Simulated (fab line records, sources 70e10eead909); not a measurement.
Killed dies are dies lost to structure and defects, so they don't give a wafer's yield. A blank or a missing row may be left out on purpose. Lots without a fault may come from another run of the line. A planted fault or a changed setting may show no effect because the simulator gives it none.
fab line records | flow nand_harc
record lots=6 wafers=18 last_day=33
route steps=1302 shown A_M0@1147 END@1302
lots that met no fault: from a run of the same line without faults
start_h: hours from the record's first day to the start of the lot's first wafer shown | wait_h: hours since the lot's step before | " the same as in the row above | L1.1+2: a row that stands for several wafers | - no value, or no start given | * or withheld: withheld | < > ~ a bound
route shown NAME@n: a module of which the file shows steps, and the number in the route of the first | usual: mean/standard deviation of fault-free wafers | same: alike in all rows | chamber/n: place in a boat | sites: the reading at each site | _std_site: their standard deviation | _edge_site: outer sites' mean less inner sites' | radius_mm: how far each site lies from the wafer's centre | mask NAME#n: copy n | behind: the tool/chamber that last shaped the wafer | hold: why the lot was held/for how many hours/how that ended | device: the transistor (n, p or np) that didn't switch | end of line: the same wafers' tests at the end of the route | a step without rows: its recipe alone | killed: dies lost to structure and defects at the first sort, not the wafer's yield | map: a wafer's dies, x killed, . not, _ none there
set.NAME: the setting as run; set.NAME@STEP: as run at that earlier step | model.NAME: the simulator's own value behind a step, which no gauge read
lots at some steps of the route; a table a step, a row a wafer
services: from which hour (start_h, from the record's first day; less than 0 if before it) a tool's chamber was out of use, for how many hours, and why
## steps
# step NHARC_A_M0_CD_MEAS_09
# recipe target_cd_nm=80 landing_energy_ev=500
# usual cd_nm=79.9/0.69
# columns lot.wafer tool chamber start_h wait_h cd_nm
L879.3 cd_sem-03 0 563.16 - 80.2
L879.4 " 0 " " 81.5
L879.6 " 0 " " 80.1
L880.1 cd_sem-01 0 578.51 - 79.8
L880.2 " 0 " " 80.4
L880.4 " 0 " " 80.6
L883.3 cd_sem-03 0 620.47 - 79.7
L883.4 " 0 " " 79.0
L883.6 " 0 " " 79.2
L885.1 cd_sem-03 0 629.71 - 80.5
L885.2 " 0 " " 80.1
L885.4 " 0 " " 81.3
L894.2 cd_sem-01 0 716.67 - 81.2
L894.4 " 0 " " 81.5
L894.5 " 0 " " 80.3
L895.2 cd_sem-02 0 738.80 - 79.8
L895.3 " 0 " " 79.5
L895.6 " 0 " " 79.4
# step NHARC_A_M0_OVL_MEAS_10
# recipe pitch_nm=160
# usual overlay_x_nm=-0.1/0.93 overlay_y_nm=-0.1/1
# columns lot.wafer tool chamber start_h wait_h overlay_x_nm overlay_y_nm
L879.3 overlay-02 - 563.25 - -1.0 1.1
L879.4 " - " " -1.6 0.9
L879.6 " - " " -1.9 0.7
L880.1 overlay-01 - 578.60 - -0.8 -0.8
L880.2 " - " " -0.5 -0.4
L880.4 " - " " -1.1 -0.6
L883.3 overlay-02 - 620.56 - -1.7 1.6
L883.4 " - " " -1.5 1.4
L883.6 " - " " -1.4 1.3
L885.1 overlay-02 - 629.79 - 1.5 -0.8
L885.2 " - " " 0.8 0.1
L885.4 " - " " 1.0 -0.4
L894.2 overlay-02 - 716.76 - -0.4 0.6
L894.4 " - " " -0.6 1.0
L894.5 " - " " -1.0 0.6
L895.2 overlay-02 - 738.89 - -1.0 0.0
L895.3 " - " " -1.1 0.1
L895.6 " - " " -0.8 0.2
# step NHARC_A_M0_INSPECT_11
# usual raw_defect_count=81/37
# columns lot.wafer tool chamber start_h wait_h raw_defect_count
L879.3 defect_inspect-01 - 563.29 0.0 125
L879.4 " - " " 140
L879.6 " - " " 136
L880.1 defect_inspect-01 - 578.64 0.0 89
L880.2 " - " " 97
L880.4 " - " " 100
L883.3 defect_inspect-01 - 620.59 0.0 33
L883.4 " - " " 42
L883.6 " - " " 34
L885.1 defect_inspect-02 - 629.83 0.0 34
L885.2 " - " " 43
L885.4 " - " " 36
L894.2 defect_inspect-01 - 716.79 0.0 36
L894.4 " - " " 35
L894.5 " - " " 36
L895.2 defect_inspect-01 - 738.92 0.0 50
L895.3 " - " " 43
L895.6 " - " " 49
# step NHARC_A_M0_DESCUM_14
# recipe time_s=3 o2_flow_sccm=200 ar_flow_sccm=0 bias_power_w=0 chemistry=O2
# usual drypump_motor_current_A=5.7/0.49 oes_product_au=1.001/0.0086 rf_vpp_V=57.8/0.95 showerhead_plenum_p_Torr=1.91/0.078 throttle_valve_pct=11.311/0.0083
# same bias_power_w=0
# columns lot.wafer tool chamber start_h wait_h drypump_motor_current_A oes_product_au rf_hours_counter_h rf_vpp_V showerhead_plenum_p_Torr throttle_valve_pct
L879.3 rie_diel-02 2 563.35 0.1 5.4 1.000 8.5 58.1 1.86 11.309
L879.4 " 3 " " 5.7 1.014 8.2 57.3 1.89 11.299
L879.6 " 1 " " 5.7 0.987 - 57.9 1.88 11.316
L880.2 rie_diel-01 2 578.70 0.1 5.4 0.976 0.5 57.6 1.89 11.317
L880.4 " 0 " " 5.5 1.012 0.3 57.1 1.81 11.307
L880.1 " 1 " " 6.5 0.998 0.4 58.5 1.96 11.306
L883.4 rie_diel-01 2 620.66 0.1 5.4 0.980 2.6 58.0 1.89 11.314
L883.3 " 3 " " 6.4 0.999 2.5 57.5 1.99 11.314
L883.6 " 2 " " 5.3 0.993 - 56.6 1.89 11.295
L885.4 rie_diel-02 3 629.89 0.1 5.7 1.010 2.7 57.3 1.89 11.305
L885.2 " 1 " " 5.7 0.993 3.4 58.2 1.88 11.307
L885.1 " 2 " " 5.4 0.995 3.2 56.7 1.86 11.320
L894.4 rie_diel-09 2 716.85 0.1 6.4 1.002 1.5 58.3 2.00 11.305
L894.2 " 1 " " 5.1 0.993 1.4 58.9 2.04 11.299
L894.5 " 3 " " 5.7 1.021 - 59.1 1.92 11.321
L895.2 rie_diel-02 3 739.00 0.1 5.7 0.993 8.1 57.7 1.89 11.312
L895.3 " 0 " " 5.5 1.005 8.2 57.4 1.78 11.333
L895.6 " 2 " " 5.4 1.007 - 58.1 1.86 11.308
# step NHARC_A_M0_ETCH_34
# recipe target_depth_a=400 overetch_a=120 time_s=43.94 ion_energy_ev=200 n2_flow_sccm=150 h2_flow_sccm=150 ar_flow_sccm=0 rf_w=400 bias_w=150 chemistry=N2/H2
# usual drypump_motor_current_A=5.7/0.49 oes_product_au=1.001/0.0084 rf_vpp_V=430.4/2.3 showerhead_plenum_p_Torr=2.03/0.088 throttle_valve_pct=14.172/0.0085
# columns lot.wafer tool chamber start_h wait_h drypump_motor_current_A oes_product_au rf_hours_counter_h rf_vpp_V showerhead_plenum_p_Torr throttle_valve_pct
L879.3 rie_diel-02 1 563.43 0.1 5.7 1.002 8.4 430.3 2.00 14.159
L879.4 " 3 " " 5.7 1.015 8.3 430.1 2.01 14.158
L879.6 " 2 " " 5.4 1.006 - 429.0 1.98 14.170
L880.2 rie_diel-01 2 578.79 0.1 5.4 0.981 0.5 429.8 2.02 14.168
L880.4 " 0 " " 5.5 1.002 0.3 426.4 1.92 14.160
L880.1 " 1 " " 6.5 1.001 0.4 431.6 2.09 14.182
L883.3 rie_diel-01 1 620.74 0.1 6.4 0.989 2.4 430.3 2.09 14.163
L883.4 " 3 " " 6.4 0.998 2.5 433.0 2.12 14.168
L883.6 " 1 " " 6.5 1.000 - 432.0 2.09 14.171
L885.4 rie_diel-02 0 629.98 0.1 5.5 1.000 2.8 427.6 1.90 14.163
L885.2 " 1 " " 5.7 1.000 3.4 428.7 2.00 14.171
L885.1 " 3 " " 5.7 1.000 2.7 430.0 2.01 14.188
L894.2 rie_diel-09 1 716.94 0.1 5.1 1.001 1.5 432.6 2.18 14.173
L894.4 " 2 " " 6.4 1.001 1.5 432.8 2.13 14.178
L894.5 " 1 " " 5.1 0.996 - 434.6 2.18 14.188
L895.3 rie_diel-02 3 739.07 0.1 5.7 1.005 8.1 429.3 2.01 14.164
L895.2 " 1 " " 5.7 0.999 8.5 430.0 2.00 14.162
L895.6 " 0 " " 5.4 1.024 - 428.0 1.89 14.177
# step NHARC_A_M0_ETCH_15
# recipe target_depth_a=1500 overetch_a=150 time_s=82.5 c4f8_flow_sccm=withheld ar_flow_sccm=400 rf_w=600 bias_w=300 chemistry=C4F8/Ar
# usual oes_product_au=0.952/0.023 rf_vpp_V=440.5/2.5
# columns lot.wafer tool chamber start_h wait_h oes_product_au rf_hours_counter_h rf_vpp_V
L879.3 rie_diel-02 1 - - 0.917 8.5 438.6
L879.4 " 0 " " 0.922 8.5 437.0
L879.6 " 1 " " 0.929 - 440.2
L880.1 rie_diel-01 2 - - 0.946 0.6 440.3
L880.4 " 3 " " 0.957 0.5 444.2
L880.2 " 0 " " 0.978 0.3 437.1
L883.3 rie_diel-01 3 - - 0.961 2.5 443.5
L883.4 " 0 " " 0.954 2.2 437.5
L883.6 " 1 " " 0.949 - 441.2
L885.4 rie_diel-02 3 - - 0.921 2.7 440.0
L885.2 " 1 " " 0.921 3.4 440.7
L885.1 " 2 " " 0.931 3.3 439.3
L894.4 rie_diel-09 3 - - 0.977 1.8 441.9
L894.2 " 1 " " 0.976 1.5 443.2
L894.5 " 3 " " 0.971 - 441.0
L895.3 rie_diel-02 3 - - 0.979 8.2 439.7
L895.2 " 0 " " 0.994 8.3 437.3
L895.6 " 0 " " 0.985 - 436.3
# step NHARC_A_M0_CD_MEAS_16
# usual cd_nm=79.8/0.8
# columns lot.wafer tool chamber start_h wait_h cd_nm
L879.3 cd_sem-03 - 563.65 - 79.4
L879.4 " - " " 81.1
L879.6 " - " " 79.6
L880.1 cd_sem-02 - 579.00 - 79.1
L880.2 " - " " 80.6
L880.4 " - " " 80.9
L883.3 cd_sem-02 - 620.96 - 79.5
L883.4 " - " " 78.6
L883.6 " - " " 78.4
L885.1 cd_sem-02 - 630.19 - 80.1
L885.2 " - " " 80.2
L885.4 " - " " 81.4
L894.2 cd_sem-03 - 717.16 - 80.8
L894.4 " - " " 80.7
L894.5 " - " " 80.3
L895.2 cd_sem-03 - 739.29 - 80.9
L895.3 " - " " 80.0
L895.6 " - " " 78.8
# step NHARC_A_M0_STRIP_18
# recipe power_w=1000 n2_flow_sccm=150 h2_flow_sccm=150 ar_flow_sccm=0 bias_w=0 chemistry=N2/H2
# usual drypump_motor_current_A=5.7/0.48 oes_product_au=1.002/0.0085 power_w=999.4/2.9 rf_vpp_V=90.6/1.1 showerhead_plenum_p_Torr=2.03/0.084 throttle_valve_pct=14.170/0.009
# columns lot.wafer tool chamber start_h wait_h drypump_motor_current_A oes_product_au power_w rf_hours_counter_h rf_vpp_V showerhead_plenum_p_Torr throttle_valve_pct
L879.4 rie_diel-02 3 563.75 0.1 5.7 1.014 998.7 8.3 90.6 2.01 14.178
L879.3 " 0 " " 5.5 1.012 1000.7 8.5 89.4 1.90 14.169
L879.6 " 2 " " 5.5 1.006 1002.0 - 90.5 1.98 14.159
L880.2 rie_diel-01 0 579.07 0.1 5.5 1.013 1002.7 0.4 89.4 1.92 14.188
L880.4 " 2 " " 5.3 0.979 998.9 0.6 92.3 2.02 14.174
L880.1 " 3 " " 6.4 1.002 999.3 0.5 91.1 2.13 14.160
L883.4 rie_diel-09 3 621.02 0.1 5.7 0.996 997.1 6.8 91.0 2.05 14.174
L883.3 " 1 " " 5.1 0.982 1000.8 6.0 91.0 2.18 14.157
L883.6 " 3 " " 5.7 0.997 998.7 - 89.8 2.05 14.159
L885.4 rie_diel-01 2 630.27 0.1 5.4 0.999 993.9 2.8 91.6 2.02 14.159
L885.2 " 3 " " 6.4 1.007 997.9 2.7 91.2 2.13 14.186
L885.1 " 0 " " 5.6 1.005 1009.5 2.4 92.5 1.92 14.176
L894.4 rie_diel-01 1 717.29 0.1 6.5 0.997 998.3 7.7 91.6 2.09 14.180
L894.2 " 2 " " 5.3 0.989 1001.1 7.9 90.0 2.02 14.169
L894.5 " 3 " " 6.4 1.005 997.6 - 90.4 2.12 14.166
L895.2 rie_diel-09 3 739.38 0.1 5.7 1.013 1000.9 2.8 89.6 2.05 14.163
L895.3 " 1 " " 5.0 1.008 1002.9 2.8 91.1 2.18 14.167
L895.6 " 3 " " 5.7 1.011 1003.8 - 90.4 2.05 14.165
# step NHARC_A_M0_STRIP_19
# recipe time_s=600 temp_c=30 chemistry=post_etch_residue_remover
# step NHARC_A_M0_DEGAS_28
# recipe temp_c=250 time_s=60
# step NHARC_A_M0_PRE_CLEAN_29
# recipe time_s=30 temp_c=280 gas=H2/He
# usual heater_power_w=417/44 susceptor_temp_C=279.99/0.18
# columns lot.wafer tool chamber start_h wait_h heater_power_w susceptor_temp_C
L879.4 pvd_sputter-02 - - - 389 -
L879.3 " - " " 363 -
L879.6 " - " " 402 -
L880.1 pvd_sputter-01 - - - 462 280.09
L880.4 " - " " 522 280.08
L880.2 " - " " 435 279.76
L883.3 pvd_sputter-01 - - - 449 279.93
L883.4 " - " " 505 280.12
L883.6 " - " " 473 279.95
L885.2 pvd_sputter-01 - - - 455 280.05
L885.1 " - " " 492 279.58
L885.4 " - " " 449 279.92
L894.2 pvd_sputter-02 - - - 418 279.98
L894.4 " - " " 366 280.30
L894.5 " - " " 416 280.02
L895.3 pvd_sputter-02 - - - 417 -
L895.2 " - " " 369 -
L895.6 " - " " 410 -
# step NHARC_A_M0_PVD_20
# recipe target_thk_a=50 bias_v=168.6 power_w=15000 chamber_pressure_pa=0.12 time_s=8.06 substrate_temp_c=50 material=TaN
# step NHARC_A_M0_PVD_21
# recipe target_thk_a=300 chamber_pressure_pa=5 power_w=5000 substrate_temp_c=30 time_s=20.49 material=Cu
# usual cathode_dc_power_W=4999.9/0.98 chamber_pressure_pa=5.001/0.009 substrate_temp_c=29.98/0.11 throttle_valve_pct=30.4/0.91
# columns lot.wafer tool chamber start_h wait_h cathode_dc_power_W chamber_pressure_pa substrate_temp_c throttle_valve_pct
L879.4 pvd_sputter-02 - 564.49 - 4998.7 4.985 29.92 30.7
L879.3 " - " " 5001.7 5.012 30.00 30.8
L879.6 " - " " 4999.3 4.989 29.92 30.6
L880.1 pvd_sputter-01 - 579.84 - 5000.3 4.996 29.99 32.5
L880.4 " - " " 5000.1 4.987 29.99 30.6
L880.2 " - " " 4999.0 4.994 30.16 29.5
L883.4 pvd_sputter-01 - 621.80 - - - - -
L883.3 " - " " - - - -
L883.6 " - " " - - - -
L885.2 pvd_sputter-01 - 631.05 - - - - -
L885.4 " - " " - - - -
L885.1 " - " " - - - -
L894.4 pvd_sputter-02 - 718.04 - 5001.3 5.013 29.86 30.7
L894.2 " - " " 5001.2 4.997 30.22 31.2
L894.5 " - " " 5001.8 5.000 29.93 30.5
L895.3 pvd_sputter-02 - 740.13 - 4999.0 4.991 30.12 31.0
L895.2 " - " " 5000.4 5.004 29.93 31.3
L895.6 " - " " 5000.3 4.998 30.13 31.0
# step NHARC_A_M0_ECD_22
# recipe target_thk_a=4000 bath_temp_c=25 material=Cu
# step NHARC_END_SORT_01
# recipe temp_c=25
# usual defect_limited_yield=91.1/2.9 killed_at_array=55/20 killed_at_other=0.7/0.96 killed_at_periphery=4.1/2.4 killed_dies=60/20 killed_open=3.3/1.9 killed_short=2.8/1.6
# same gross_dies=677
# columns lot.wafer tool chamber start_h wait_h defect_limited_yield[%] killed_at_array killed_at_other killed_at_periphery killed_dies killed_open killed_short
L879.3 prober-01 0 608.66 3.1 88.3 78 0 1 79 2 4
L879.4 prober-01 0 609.46 3.4 86.0 93 0 2 95 2 3
L879.6 prober-01 0 611.06 4.0 87.7 80 1 2 83 5 4
L883.3 prober-01 0 663.90 3.1 0 671 0 6 677 3 3
L883.4 prober-01 0 664.69 3.4 0 670 0 7 677 5 3
L883.6 prober-01 0 666.28 4.0 0 672 0 5 677 5 9
L885.1 prober-02 0 671.21 2.5 0 673 0 4 677 2 1
L885.2 prober-02 0 672.00 2.8 0 666 1 10 677 2 7
L885.4 prober-02 0 673.59 3.4 0 669 0 8 677 1 2
L894.2 prober-01 0 762.57 2.8 93.8 41 0 1 42 2 4
L894.4 prober-01 0 764.17 3.4 94.2 37 1 1 39 2 4
L894.5 prober-01 0 764.97 3.7 95.4 30 0 1 31 2 1
L895.2 prober-02 0 783.56 2.8 92.9 45 0 3 48 4 4
L895.3 prober-02 0 784.37 3.1 93.8 39 0 3 42 2 2
L895.6 prober-02 0 786.78 4.0 92.2 50 0 3 53 3 6
# killed by level:class
L879.3 A_CHANNEL_HOLE_D1:chamber_film_flake=31 A_SLIT:chamber_film_flake=19 A_CHANNEL_HOLE_D2:chamber_film_flake=9 A_CONTACT:chamber_film_flake=5 A_STAIRCASE:chamber_film_flake=3 A_WL_FILL:chamber_film_flake=2 A_CHANNEL_FILL_D1:geometric_particle:short=1 A_DECK1_JOINT:geometric_particle:short=1
L879.4 A_CHANNEL_HOLE_D1:chamber_film_flake=34 A_SLIT:chamber_film_flake=24 A_CONTACT:chamber_film_flake=14 A_CHANNEL_HOLE_D2:chamber_film_flake=11 A_CHANNEL_FILL_D2:chamber_film_flake=3 P_STI:geometric_particle:open=1 A_ONON_D1:geometric_particle:short=1 A_CHANNEL_HOLE_D1:geometric_particle:open=1
L879.6 A_CHANNEL_HOLE_D1:chamber_film_flake=32 A_SLIT:chamber_film_flake=17 A_CHANNEL_HOLE_D2:chamber_film_flake=9 A_CONTACT:chamber_film_flake=5 A_STAIRCASE:chamber_film_flake=3 A_WL_FILL:chamber_film_flake=3 A_WL_FILL:geometric_particle:short=2 P_GATE:geometric_particle:short=1
L883.3 A_M0:area_pvd=643 A_CHANNEL_HOLE_D2:chamber_film_flake=10 A_CHANNEL_HOLE_D1:chamber_film_flake=5 P_M2:chamber_film_flake=3 A_CHANNEL_FILL_D1:chamber_film_flake=2 A_CHANNEL_FILL_D2:chamber_film_flake=2 A_STAIRCASE:chamber_film_flake=2 A_CONTACT:chamber_film_flake=2
L883.4 A_M0:area_pvd=632 A_CHANNEL_HOLE_D2:chamber_film_flake=15 A_CONTACT:chamber_film_flake=5 A_STAIRCASE:chamber_film_flake=5 A_CHANNEL_HOLE_D1:chamber_film_flake=4 P_M2:chamber_film_flake=3 A_CHANNEL_FILL_D2:geometric_particle:open=2 P_STI:chamber_film_flake=2
L883.6 A_M0:area_pvd=630 A_CHANNEL_HOLE_D2:chamber_film_flake=14 A_CHANNEL_HOLE_D1:chamber_film_flake=9 A_STAIRCASE:chamber_film_flake=3 A_CONTACT:chamber_film_flake=3 P_M1:geometric_particle:short=2 A_CHANNEL_FILL_D1:geometric_particle:short=2 A_CHANNEL_FILL_D2:geometric_particle:open=2
L885.1 A_M0:area_pvd=645 A_CHANNEL_HOLE_D2:chamber_film_flake=16 A_CHANNEL_HOLE_D1:chamber_film_flake=5 P_GATE:chamber_film_flake=2 A_SLIT:chamber_film_flake=2 A_M1:chamber_film_flake=2 P_CONTACT:geometric_particle:short=1 P_M0:geometric_particle:open=1
L885.2 A_M0:area_pvd=626 A_CHANNEL_HOLE_D2:chamber_film_flake=19 A_CHANNEL_HOLE_D1:chamber_film_flake=4 A_SLIT:chamber_film_flake=4 A_WL_FILL:geometric_particle:short=3 P_M2:chamber_film_flake=3 P_BONDPAD:chamber_film_flake=3 A_CONTACT:chamber_film_flake=3
L885.4 A_M0:area_pvd=640 A_CHANNEL_HOLE_D2:chamber_film_flake=13 A_CHANNEL_HOLE_D1:chamber_film_flake=5 A_SLIT:chamber_film_flake=4 P_GATE:chamber_film_flake=3 A_CONTACT:chamber_film_flake=3 P_BONDPAD:chamber_film_flake=2 P_CONTACT:geometric_particle:open=1
L894.2 A_CHANNEL_HOLE_D1:chamber_film_flake=13 A_SLIT:chamber_film_flake=10 A_CONTACT:chamber_film_flake=5 A_CHANNEL_FILL_D1:chamber_film_flake=4 A_WL_FILL:geometric_particle:short=2 A_ZERO_WELL:chamber_film_flake=2 A_SOURCE_PLATE:geometric_particle:open=1 A_ONON_D2:geometric_particle:short=1
L894.4 A_CHANNEL_HOLE_D1:chamber_film_flake=14 A_SLIT:chamber_film_flake=7 A_CONTACT:chamber_film_flake=5 A_CHANNEL_FILL_D1:chamber_film_flake=2 P_M0:geometric_particle:short=1 A_CHANNEL_HOLE_D1:geometric_particle:open=1 A_CHANNEL_FILL_D1:geometric_particle:short=1 A_STAIRCASE:geometric_particle:short=1
L894.5 A_CHANNEL_HOLE_D1:chamber_film_flake=11 A_SLIT:chamber_film_flake=6 A_WL_FILL:chamber_film_flake=4 A_CONTACT:chamber_film_flake=4 A_CHANNEL_HOLE_D1:geometric_particle:open=1 A_WL_FILL:geometric_particle:short=1 A_M1:geometric_particle:open=1 P_M0:chamber_film_flake=1
L895.2 A_CHANNEL_HOLE_D1:chamber_film_flake=23 A_SLIT:chamber_film_flake=5 A_CHANNEL_FILL_D2:chamber_film_flake=4 A_CONTACT:chamber_film_flake=4 P_CONTACT:geometric_particle:open=2 A_ONON_D2:geometric_particle:short=2 A_CHANNEL_HOLE_D2:chamber_film_flake=2 A_CHANNEL_FILL_D1:geometric_particle:short=1
L895.3 A_CHANNEL_HOLE_D1:chamber_film_flake=17 A_SLIT:chamber_film_flake=6 A_CONTACT:chamber_film_flake=6 P_ZERO_WELL:chamber_film_flake=2 A_CHANNEL_HOLE_D2:chamber_film_flake=2 A_CHANNEL_FILL_D2:chamber_film_flake=2 P_GATE:geometric_particle:open=1 A_SOURCE_PLATE:geometric_particle:open=1
L895.6 A_CHANNEL_HOLE_D1:chamber_film_flake=18 A_SLIT:chamber_film_flake=8 A_CONTACT:chamber_film_flake=6 A_STAIRCASE:chamber_film_flake=3 A_M1:chamber_film_flake=3 A_ONON_D2:geometric_particle:short=2 A_CHANNEL_FILL_D2:chamber_film_flake=2 P_M0:geometric_particle:open=1
# map L883.3 (x killed, . not)
____________x____________
_________xxxxxxx_________
_______xxxxxxxxxxx_______
______xxxxxxxxxxxxx______
_____xxxxxxxxxxxxxxx_____
____xxxxxxxxxxxxxxxxx____
____xxxxxxxxxxxxxxxxx____
___xxxxxxxxxxxxxxxxxxx___
___xxxxxxxxxxxxxxxxxxx___
__xxxxxxxxxxxxxxxxxxxxx__
__xxxxxxxxxxxxxxxxxxxxx__
_xxxxxxxxxxxxxxxxxxxxxxx_
_xxxxxxxxxxxxxxxxxxxxxxx_
_xxxxxxxxxxxxxxxxxxxxxxx_
_xxxxxxxxxxxxxxxxxxxxxxx_
_xxxxxxxxxxxxxxxxxxxxxxx_
xxxxxxxxxxxxxxxxxxxxxxxxx
xxxxxxxxxxxxxxxxxxxxxxxxx
xxxxxxxxxxxxxxxxxxxxxxxxx
xxxxxxxxxxxxxxxxxxxxxxxxx
xxxxxxxxxxxxxxxxxxxxxxxxx
_xxxxxxxxxxxxxxxxxxxxxxx_
_xxxxxxxxxxxxxxxxxxxxxxx_
_xxxxxxxxxxxxxxxxxxxxxxx_
_xxxxxxxxxxxxxxxxxxxxxxx_
_xxxxxxxxxxxxxxxxxxxxxxx_
__xxxxxxxxxxxxxxxxxxxxx__
__xxxxxxxxxxxxxxxxxxxxx__
___xxxxxxxxxxxxxxxxxxx___
___xxxxxxxxxxxxxxxxxxx___
____xxxxxxxxxxxxxxxxx____
____xxxxxxxxxxxxxxxxx____
_____xxxxxxxxxxxxxxx_____
______xxxxxxxxxxxxx______
_______xxxxxxxxxxx_______
_________xxxxxxx_________
____________x____________
# map L885.1 (x killed, . not)
____________x____________
_________xxxxxxx_________
_______xxxxxxxxxxx_______
______xxxxxxxxxxxxx______
_____xxxxxxxxxxxxxxx_____
____xxxxxxxxxxxxxxxxx____
____xxxxxxxxxxxxxxxxx____
___xxxxxxxxxxxxxxxxxxx___
___xxxxxxxxxxxxxxxxxxx___
__xxxxxxxxxxxxxxxxxxxxx__
__xxxxxxxxxxxxxxxxxxxxx__
_xxxxxxxxxxxxxxxxxxxxxxx_
_xxxxxxxxxxxxxxxxxxxxxxx_
_xxxxxxxxxxxxxxxxxxxxxxx_
_xxxxxxxxxxxxxxxxxxxxxxx_
_xxxxxxxxxxxxxxxxxxxxxxx_
xxxxxxxxxxxxxxxxxxxxxxxxx
xxxxxxxxxxxxxxxxxxxxxxxxx
xxxxxxxxxxxxxxxxxxxxxxxxx
xxxxxxxxxxxxxxxxxxxxxxxxx
xxxxxxxxxxxxxxxxxxxxxxxxx
_xxxxxxxxxxxxxxxxxxxxxxx_
_xxxxxxxxxxxxxxxxxxxxxxx_
_xxxxxxxxxxxxxxxxxxxxxxx_
_xxxxxxxxxxxxxxxxxxxxxxx_
_xxxxxxxxxxxxxxxxxxxxxxx_
__xxxxxxxxxxxxxxxxxxxxx__
__xxxxxxxxxxxxxxxxxxxxx__
___xxxxxxxxxxxxxxxxxxx___
___xxxxxxxxxxxxxxxxxxx___
____xxxxxxxxxxxxxxxxx____
____xxxxxxxxxxxxxxxxx____
_____xxxxxxxxxxxxxxx_____
______xxxxxxxxxxxxx______
_______xxxxxxxxxxx_______
_________xxxxxxx_________
____________x____________
## services
# columns tool chamber start_h hours kind
rie_diel-01 - 549.16 0.6 repair
rie_diel-02 0 549.84 - clean
rie_diel-02 1 549.84 - clean
rie_diel-02 2 549.84 - clean
rie_diel-02 3 549.84 - clean
rie_diel-01 2 554.53 4.5 repair
rie_diel-01 - 557.77 1.1 repair
rie_diel-01 - 558.91 9.0 pm
rie_diel-02 - 570.82 9.0 pm
pvd_sputter-01 - 582.00 10.0 pm
rie_diel-09 2 591.37 5.3 repair
pvd_sputter-01 - 606.46 3.1 repair
rie_diel-09 - 618.62 2.3 repair
rie_diel-09 1 621.20 2.4 repair
pvd_sputter-02 - 638.02 10.0 pm
pvd_sputter-02 - 658.04 2.0 repair
rie_diel-09 3 665.27 23.8 repair
pvd_sputter-01 - 667.06 2.0 repair
rie_diel-09 0 670.93 4.0 repair
rie_diel-09 - 674.17 9.0 pm
rie_diel-01 1 676.37 4.0 repair
rie_diel-02 2 693.26 1.9 repair
pvd_sputter-02 - 695.14 5.3 repair
rie_diel-01 - 735.91 9.0 pm
## key
first_sign step=NHARC_A_M0_PVD_21 reading=tool_record direction=missing
effect step=NHARC_END_SORT_01 reading=defect_limited_yield direction=down sigmas=31 usual=91.1 struck=0
more_kills_born_at NHARC_A_M0_PVD_21@pvd_sputter-01=3816
met_at NHARC_A_M0_PVD_21
struck_wafers L883.3,L883.4,L883.6,L885.1,L885.2,L885.4
later_rows_left_out L883.3,L883.4,L883.6,L885.1,L885.2,L885.4
onset_between 579.84 621.80
fault kind=skipped_step_whole tool=pvd_sputter-01 chamber=- onset_h=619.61 steps=NHARC_A_M0_PVD_21 scope=struck_lots_only
# later_rows_left_out: the simulator's readings of these wafers behind a module that went badly wrong aren't trusted and aren't shown, but for the sort
